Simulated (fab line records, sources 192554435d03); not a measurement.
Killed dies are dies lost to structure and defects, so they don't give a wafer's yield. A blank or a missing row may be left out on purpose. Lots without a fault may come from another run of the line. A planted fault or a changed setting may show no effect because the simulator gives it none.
Chamber matching | flow n5_finfet | N5_ILD0_LINER_00 on ald_sin-03: 4 sister chambers
The step material SiNx, target thk 4 nm, pulse time 1 s, purge time 2 s. 24 wafers are shown with their chamber, then 12 later ones without.

WAFERS WITH THEIR CHAMBER
wafer  | chamber | heater_power_w (W) | precursor_pulse_height_rel
L076.4 | 1       | 767                | 1.013
L076.5 | 3       | 706                | 1.026
L076.6 | 2       | 935                | 0.995
L078.4 | 1       | 792                | 0.967
L078.5 | 2       | 964                | 0.993
L078.6 | 1       | 786                | 1.002
L079.1 | 0       | 992                | 0.994
L079.3 | 1       | 806                | 0.980
L079.4 | 3       | 751                | 1.003
L081.2 | 1       | 779                | 1.017
L081.3 | 3       | 731                | 1.008
L081.5 | 3       | 712                | 1.020
L084.1 | 3       | 720                | 1.016
L084.4 | 0       | 993                | 1.010
L084.6 | 0       | 996                | 1.006
L086.1 | 0       | 982                | 0.970
L086.2 | 3       | 717                | 0.988
L086.3 | 2       | 947                | 1.017
L087.1 | 3       | 703                | 0.993
L087.2 | 1       | 777                | 0.990
L087.4 | 2       | 975                | 1.020
L088.1 | 1       | 787                | 0.977
L088.3 | 3       | 705                | 0.997
L088.5 | 0       | 1002               | 0.988

SIGNATURES (means of the wafers above)
reading                    | chamber 0 | chamber 1 | chamber 2 | chamber 3 | scatter within a chamber
heater_power_w             | 993.00    | 784.86    | 955.25    | 718.12    | 14
precursor_pulse_height_rel | 0.99360   | 0.99229   | 1.00625   | 1.00638   | 0.0159
Rule: a wafer's distance from a chamber is the root of the sum, over the readings, of the square of ((its reading less the chamber's mean) divided by the reading's scatter). The wafer belongs to the nearest chamber; if the next one is less than 2 further off, it can't be placed. The scatter: the root of (the sum of the squares of (reading less its chamber's mean) over the shown wafers, divided by (wafers less chambers)).

WAFERS WITHOUT THEIR CHAMBER
wafer  | heater_power_w (W) | precursor_pulse_height_rel
L089.2 | 940                | 1.030
L089.3 | 775                | 1.001
L089.6 | 965                | 0.979
L090.1 | 715                | 1.013
L090.2 | 947                | 0.975
L090.6 | 995                | 0.997
L095.1 | 709                | 0.993
L095.2 | 743                | 1.007
L095.4 | 968                | 1.025
L097.1 | 783                | 0.980
L097.4 | 958                | 1.017
L097.5 | 789                | 1.012

WHICH CHAMBER EACH WENT THROUGH
wafer  | from the rows above     | in truth
L089.2 | 2                       | 2
L089.3 | 1                       | 1
L089.6 | can't be placed: 2 or 0 | 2
L090.1 | 3                       | 3
L090.2 | can't be placed: 2 or 0 | 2
L090.6 | 0                       | 0
L095.1 | 3                       | 3
L095.2 | can't be placed: 3 or 1 | 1
L095.4 | can't be placed: 2 or 0 | 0
L097.1 | 1                       | 1
L097.4 | 2                       | 2
L097.5 | 1                       | 1
Placed correctly: 8 of 12. Can't be placed from these rows: 4 (the true chamber is among the candidates in 4). Placed wrongly: 0.
